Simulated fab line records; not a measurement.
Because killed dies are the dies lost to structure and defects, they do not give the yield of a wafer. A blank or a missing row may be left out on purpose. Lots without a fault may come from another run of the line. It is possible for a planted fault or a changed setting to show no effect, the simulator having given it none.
The tool behind it: which one? | flow n5-finfet | Sampling: 12 lots, 36 wafers, 4 of 1938 route steps

== WHAT THE GAUGES SHOWED, per wafer ==
N5_BEOL_M15_INSPECT_55: inspects for defects (darkfield).
lot  | measured     | on                | raw-defect-count
L075 | day 12 08:07 | defect-inspect-02 | 46 36 53
L077 | day 12 16:19 | defect-inspect-02 | 112 91 99
L078 | day 13 08:29 | defect-inspect-01 | 51 54 57
L081 | day 13 18:10 | defect-inspect-02 | 138 60 85
L084 | day 14 15:11 | defect-inspect-01 | 80 96 99
L085 | day 14 20:43 | defect-inspect-02 | 92 62 82
L087 | day 15 17:35 | defect-inspect-01 | 86 75 91
L088 | day 16 09:02 | defect-inspect-02 | 58 77 46
L090 | day 16 22:59 | defect-inspect-02 | 79 42 46
L092 | day 17 01:20 | defect-inspect-02 | 127 61 80
L095 | day 17 14:55 | defect-inspect-01 | 53 103 32
L096 | day 18 17:04 | defect-inspect-01 | 62 91 60

== TOOL THAT RAN EACH LOT (tool first, then ch and the chambers of the sampled wafers, then the start) ==
lot  | N5_BEOL_M15_PRE_CLEAN_42     | N5_BEOL_M15_SPUTTER_45       | N5_BEOL_M15_CMP_49
L075 | pvd-sputter-02, day 12 02:59 | pvd-sputter-02, day 12 03:11 | cmp-02 ch 0,1,3, day 12 07:40
L077 | pvd-sputter-03, day 12 10:28 | pvd-sputter-03, day 12 10:41 | cmp-02 ch 1,2, day 12 15:52
L078 | pvd-sputter-03, day 13 05:23 | pvd-sputter-03, day 13 05:35 | cmp-02 ch 0,2,3, day 13 08:04
L081 | pvd-sputter-02, day 13 16:17 | pvd-sputter-02, day 13 16:29 | cmp-04 ch 1,2,3, day 13 17:41
L084 | pvd-sputter-02, day 14 13:52 | pvd-sputter-02, day 14 14:04 | cmp-04 ch 1,2, day 14 14:43
L085 | pvd-sputter-01, day 14 19:19 | pvd-sputter-01, day 14 19:31 | cmp-04 ch 0,3, day 14 20:16
L087 | pvd-sputter-02, day 15 16:16 | pvd-sputter-02, day 15 16:28 | cmp-04 ch 2,3, day 15 17:11
L088 | pvd-sputter-01, day 16 07:11 | pvd-sputter-01, day 16 07:23 | cmp-02 ch 1,2,3, day 16 08:39
L090 | pvd-sputter-01, day 16 21:14 | pvd-sputter-01, day 16 21:26 | cmp-04 ch 1,2,3, day 16 22:28
L092 | pvd-sputter-03, day 17 00:02 | pvd-sputter-03, day 17 00:14 | cmp-04 ch 0,1,2, day 17 00:58
L095 | pvd-sputter-02, day 17 13:30 | pvd-sputter-02, day 17 13:42 | cmp-02 ch 0,1, day 17 14:23
L096 | pvd-sputter-02, day 18 15:28 | pvd-sputter-02, day 18 15:40 | cmp-04 ch 0,2,3, day 18 16:37
- N5_BEOL_M15_PRE_CLEAN_42: time 30 s.
- N5_BEOL_M15_SPUTTER_45: material Cu, target thk 100 nm, time 16.67 s.
- N5_BEOL_M15_CMP_49: polishes, stops on SiO2, t overpolish 4.9 s, target thk 850 nm.

== THE ANSWER, worked out from the rows above alone ==
Rule: the lots themselves supply what counts as usual. The widest of any qualifying gaps counts: lots, ordered by their means at a reading, are off when they make up no more than a third of the lots, leave a main group of 4 or more, and stand apart from it by 3 or more times the standard deviation of that group's means. The tables above print the reading to a certain number of digits; a main group whose means all agree to those digits is not used. Also off: a lot with no number at a reading for which 4 or more lots have one. All remaining lots with rows at the step are treated as sound.
Nothing can be told from this: no lot is off at any reading shown.

== WHAT HAD BEEN PUT IN BY THE SIMULATOR ==
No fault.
